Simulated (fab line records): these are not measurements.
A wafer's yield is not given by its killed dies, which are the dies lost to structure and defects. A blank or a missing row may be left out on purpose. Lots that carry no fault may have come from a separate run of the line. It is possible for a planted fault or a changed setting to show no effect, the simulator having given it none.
The tool behind it: which one? / flow n5-finfet / Sampling: 12 lots, 36 wafers, 4 of 1938 route steps

WHAT THE GAUGES SHOWED, per wafer
N5_DUMMY_GATE_INSPECT_27: inspects for defects (brightfield).
lot=L075; measured=day 3 07:43; on=defect-inspect-01; raw-defect-count=304 229 249
lot=L077; measured=day 3 18:12; on=defect-inspect-02; raw-defect-count=214 167 244
lot=L079; measured=day 4 05:51; on=defect-inspect-01; raw-defect-count=199 302 237
lot=L081; measured=day 4 17:08; on=defect-inspect-02; raw-defect-count=420 236 238
lot=L083; measured=day 5 07:02; on=defect-inspect-01; raw-defect-count=190 262 190
lot=L085; measured=day 5 20:34; on=defect-inspect-02; raw-defect-count=330 322 314
lot=L087; measured=day 6 04:28; on=defect-inspect-01; raw-defect-count=330 302 284
lot=L089; measured=day 6 17:59; on=defect-inspect-01; raw-defect-count=261 261 190
lot=L091; measured=day 7 08:29; on=defect-inspect-02; raw-defect-count=294 297 380
lot=L093; measured=day 7 17:23; on=defect-inspect-02; raw-defect-count=164 284 418
lot=L095; measured=day 8 06:55; on=defect-inspect-01; raw-defect-count=171 237 185
lot=L097; measured=day 8 16:06; on=defect-inspect-02; raw-defect-count=186 233 260

WHAT TOOL EACH LOT RAN ON (gives the tool, then ch and the chambers of the sampled wafers, and finally the start)
lot=L075; N5_STI_FIN_REVEAL_ALD_00=ald-sin-02 ch 0,1,2, day 2 09:38; N5_DUMMY_GATE_ETCH_36=rie-diel-04 ch 0,1,2, day 3 06:40; N5_DUMMY_GATE_ETCH_23=rie-si-01 ch 0,1,3, day 3 07:15
lot=L077; N5_STI_FIN_REVEAL_ALD_00=ald-sin-01 ch 0,1,3, day 2 22:53; N5_DUMMY_GATE_ETCH_36=rie-diel-04 ch 0,2, day 3 17:09; N5_DUMMY_GATE_ETCH_23=rie-si-02 ch 0,1,3, day 3 17:45
lot=L079; N5_STI_FIN_REVEAL_ALD_00=ald-sin-02 ch 0,1,3, day 3 10:37; N5_DUMMY_GATE_ETCH_36=rie-diel-06 ch 0,1,3, day 4 04:48; N5_DUMMY_GATE_ETCH_23=rie-si-01 ch 1,2, day 4 05:23
lot=L081; N5_STI_FIN_REVEAL_ALD_00=ald-sin-04 ch 0,1,3, day 3 22:02; N5_DUMMY_GATE_ETCH_36=rie-diel-05 ch 0,2,3, day 4 16:00; N5_DUMMY_GATE_ETCH_23=rie-si-02 ch 2,3, day 4 16:36
lot=L083; N5_STI_FIN_REVEAL_ALD_00=ald-sin-01 ch 0,1,3, day 4 10:49; N5_DUMMY_GATE_ETCH_36=rie-diel-04 ch 0,1,2, day 5 05:46; N5_DUMMY_GATE_ETCH_23=rie-si-02 ch 0,1,2, day 5 06:31
lot=L085; N5_STI_FIN_REVEAL_ALD_00=ald-sin-02 ch 2,3, day 5 02:02; N5_DUMMY_GATE_ETCH_36=rie-diel-05 ch 0,1, day 5 19:31; N5_DUMMY_GATE_ETCH_23=rie-si-04 ch 0,1,2, day 5 20:07
lot=L087; N5_STI_FIN_REVEAL_ALD_00=ald-sin-02 ch 1,2,3, day 5 09:52; N5_DUMMY_GATE_ETCH_36=rie-diel-04 ch 0,1,2, day 6 03:18; N5_DUMMY_GATE_ETCH_23=rie-si-02 ch 1,2, day 6 03:59
lot=L089; N5_STI_FIN_REVEAL_ALD_00=ald-sin-01 ch 1,2,3, day 5 23:05; N5_DUMMY_GATE_ETCH_36=rie-diel-06 ch 1,2, day 6 16:46; N5_DUMMY_GATE_ETCH_23=rie-si-04 ch 0,1,2, day 6 17:29
lot=L091; N5_STI_FIN_REVEAL_ALD_00=ald-sin-01 ch 0,1,2, day 6 11:25; N5_DUMMY_GATE_ETCH_36=rie-diel-04 ch 1,2, day 7 07:13; N5_DUMMY_GATE_ETCH_23=rie-si-01 ch 0,2, day 7 07:52
lot=L093; N5_STI_FIN_REVEAL_ALD_00=ald-sin-01 ch 2,3, day 6 21:41; N5_DUMMY_GATE_ETCH_36=rie-diel-06 ch 0,1,3, day 7 16:13; N5_DUMMY_GATE_ETCH_23=rie-si-01 ch 1,2,3, day 7 16:52
lot=L095; N5_STI_FIN_REVEAL_ALD_00=ald-sin-04 ch 0,3, day 7 11:58; N5_DUMMY_GATE_ETCH_36=rie-diel-04 ch 0,3, day 8 05:49; N5_DUMMY_GATE_ETCH_23=rie-si-01 ch 0,1,2, day 8 06:28
lot=L097; N5_STI_FIN_REVEAL_ALD_00=ald-sin-04 ch 0,1,2, day 7 21:39; N5_DUMMY_GATE_ETCH_36=rie-diel-04 ch 0,1, day 8 15:03; N5_DUMMY_GATE_ETCH_23=rie-si-02 ch 0,2, day 8 15:39
- N5_STI_FIN_REVEAL_ALD_00: deposits SiO2, target thk 1 nm, pulse time 1 s.
- N5_DUMMY_GATE_ETCH_36: etches SiARC in CF4, target depth 13 nm.
- N5_DUMMY_GATE_ETCH_23: etches poly-Si in HBr/Cl2/O2, target depth 41 nm, time 22.3 s.

THE ANSWER, worked out from the rows above alone
Rule: the lots themselves supply what counts as usual. Put in order of their means at a reading, lots are off if they are a third of the lots or fewer, leave a main group of 4 or more, and stand apart from it by a gap of 3 or more times the standard deviation of the main group's means; of several such gaps the widest counts. If all means in a main group match to the digits the tables above print for the reading, that group is not used. Also off: a lot with no number at a reading for which 4 or more lots have one. Where the step has rows for the other lots, those lots are counted as sound.
None of the lots is off at any reading shown; this tells nothing.

WHAT THE SIMULATOR PUT IN
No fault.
